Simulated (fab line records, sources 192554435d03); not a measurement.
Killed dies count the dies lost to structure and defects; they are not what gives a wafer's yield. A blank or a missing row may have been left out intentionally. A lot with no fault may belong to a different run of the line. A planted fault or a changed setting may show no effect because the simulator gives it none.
Split-lot experiment + flow n5_finfet + 7 lots, 21 wafers read, on a route of 1938 steps

ABOUT THE SPLIT
At N5_BEOL_M11_EXPOSE_25 (exposes mask V10), the setting dose_mj was moved away from the recipe's 85.5 on 7 of the 21 wafers read, by -6.9% to +7.3%. For the rest of the wafers, this setting stayed at what the recipe calls for.

FROM THE SPLIT TO THE READING: what the file shows between them, 2 steps
- N5_BEOL_M11_PEB_26: peb time 60 s
- N5_BEOL_M11_DEVELOP_27: develop time 30 s

THE READING
cd_nm, in nm, at N5_BEOL_M11_CD_MEAS_28 (target cd 70 nm). Typical for fault-free wafers on this fab line: 70.0 nm, with standard deviation 0.85 nm.

| wafer  | tool, chamber at the split | dose_mj as run | against the recipe | cd_nm, nm | against lot-mates on the recipe |
|--------|----------------------------|----------------|--------------------|-----------|---------------------------------|
| L081.1 | arfi_scanner-02, 0         | 91.71          | +7.3%              | 76.3      | +6.4                            |
| L081.2 | arfi_scanner-02, 0         | 85.5           | recipe             | 70.5      | -                               |
| L081.3 | arfi_scanner-02, 0         | 85.5           | recipe             | 69.3      | -                               |
| L083.2 | arfi_scanner-01, 0         | 85.5           | recipe             | 70.7      | -                               |
| L083.3 | arfi_scanner-01, 0         | 85.5           | recipe             | 71.1      | -                               |
| L083.4 | arfi_scanner-01, 0         | 85.5           | recipe             | 70.8      | -                               |
| L087.1 | arfi_scanner-02, 0         | 83.77          | -2.0%              | 69.7      | -2.3                            |
| L087.2 | arfi_scanner-02, 0         | 85.5           | recipe             | 72.0      | -                               |
| L087.4 | arfi_scanner-02, 0         | 83.77          | -2.0%              | 69.7      | -2.3                            |
| L091.1 | arfi_scanner-01, 0         | 85.5           | recipe             | 68.8      | -                               |
| L091.2 | arfi_scanner-01, 0         | 85.5           | recipe             | 68.1      | -                               |
| L091.5 | arfi_scanner-01, 0         | 85.5           | recipe             | 70.1      | -                               |
| L094.1 | arfi_scanner-03, 0         | 85.5           | recipe             | 68.5      | -                               |
| L094.2 | arfi_scanner-03, 0         | 79.64          | -6.9%              | 63.1      | -5.7                            |
| L094.4 | arfi_scanner-03, 0         | 85.5           | recipe             | 69.1      | -                               |
| L093.2 | arfi_scanner-01, 0         | 88.22          | +3.2%              | 73.4      | +3.9                            |
| L093.3 | arfi_scanner-01, 0         | 85.5           | recipe             | 69.5      | -                               |
| L093.4 | arfi_scanner-01, 0         | 88.22          | +3.2%              | 72.8      | +3.3                            |
| L096.1 | arfi_scanner-01, 0         | 85.5           | recipe             | 68.9      | -                               |
| L096.2 | arfi_scanner-01, 0         | 85.5           | recipe             | 69.3      | -                               |
| L096.3 | arfi_scanner-01, 0         | 81.23          | -5.0%              | 65.0      | -4.1                            |

THE FIT
A straight line over all 21 wafers: cd_nm changes by +0.907 nm for each +1% of dose_mj; r = +0.92; the points scatter about the line by 1.1 nm.
The same after taking each lot's own level away (the mean of its wafers on the recipe; 21 wafers): +0.904 nm for each +1%; r = +0.98; scatter 0.52 nm.
That fit puts the effect of the largest move of dose_mj on the reading at 6.6 nm.
The lots' own levels span 68.80 to 72.00 nm, that is 3.8 times the standard deviation above.
The two slopes are in agreement: the lot-to-lot level therefore moves the slope only a little.
Check: with one of the wafers moved furthest among these (+7.3%) left out of the fit, the line predicts +6.78 nm for it against its lot-mates. Against them it came out at +6.4 nm.

FILE'S OWN FIT
cd_nm changes by +0.881 nm for each +1% of dose_mj, r = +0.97.
